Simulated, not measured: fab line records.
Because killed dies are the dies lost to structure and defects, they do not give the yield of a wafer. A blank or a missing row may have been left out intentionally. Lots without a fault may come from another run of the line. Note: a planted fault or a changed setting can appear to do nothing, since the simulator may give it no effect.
A single fault, viewed from 2 desks    flow nandHarc    each desk has only its own numbers; what lay behind them comes last

== METROLOGY DESK ==
What the gauges read, lot by lot, whatever tool the lot ran on: means of the sampled wafers that have a number. The brackets show how far a lot's mean lies from the usual mean; more than 4 standard deviations puts the lot out of limits, marked OUT.
Columns: A = cdNm at NHARC_P_STI_CD_MEAS_16, usual 199.2 nm; B = trenchDepthNm at NHARC_P_STI_OCD_MEAS_17, usual 303.2 nm; C = trenchFootCdNm at NHARC_P_STI_OCD_MEAS_17, usual 157.4 nm; D = trenchDepthNm at NHARC_P_STI_OCD_MEAS_43, usual 303.2 nm; E = trenchFootCdNm at NHARC_P_STI_OCD_MEAS_43, usual 157.4 nm; F = cdNm at NHARC_P_GATE_CD_MEAS_11, usual 1640.3 nm
lot   first seen here  A      B      C      D      E      F
L830  day 2 16:27      199.2  301.6  159.0  301.7  158.8  1640.6
L840  day 4 23:12      198.3  299.2  157.7  299.3  157.9  1640.3
L846  day 6 13:15      200.8  300.8  159.5  301.1  158.7  1639.9
L848  day 6 23:13      197.1  301.9  154.6  301.8  154.8  1640.4
L851  day 7 17:59      198.3  302.3  156.8  301.7  156.9  1641.2
Finding of this desk: none of the 5 lots has anything out of limits.

== THE DEFECT DESK ==
Lot by lot, what the route's inspections counted, given as the mean of those sampled wafers with a number. The brackets show how far a lot's mean lies from the usual mean; more than 4 standard deviations puts the lot out of limits, marked OUT.
Columns: A = rawDefectCount at NHARC_P_STI_INSPECT_25, usual 211; B = rawDefectCount at NHARC_P_GATE_INSPECT_28, usual 7; C = rawDefectCount at NHARC_P_GATE_INSPECT_68, usual 198
lot   first seen here  A               B              C
L830  day 3 16:54      150             6              158
L840  day 6 02:04      151             4              143
L846  day 7 15:52      589 (+4.4) OUT  303 (+90) OUT  540 (+4.5) OUT
L848  day 8 03:36      161             7              169
L851  day 9 02:05      159             3              162
This desk's finding: out of limits on L846; first on L846, day 7 15:52 (rawDefectCount at NHARC_P_STI_INSPECT_25). L830, L840, L848, L851: within limits.

== ALL TOGETHER ==
The defect desk could have raised an alarm at day 7 15:52, on L846.
From the metrology desk's view, nothing was out of limits.
The metrology desk has L846 on record, within its limits.
Of the lots named, all ran NHARC_P_STI_ETCH_36 on wetBench-02.

== WHAT WAS PUT IN BY THE SIMULATOR ==
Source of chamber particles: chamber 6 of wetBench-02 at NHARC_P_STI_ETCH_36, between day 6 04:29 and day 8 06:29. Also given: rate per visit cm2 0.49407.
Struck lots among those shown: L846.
Hours from the fault's start to each desk's first reading out of limits: the defect desk, 35.
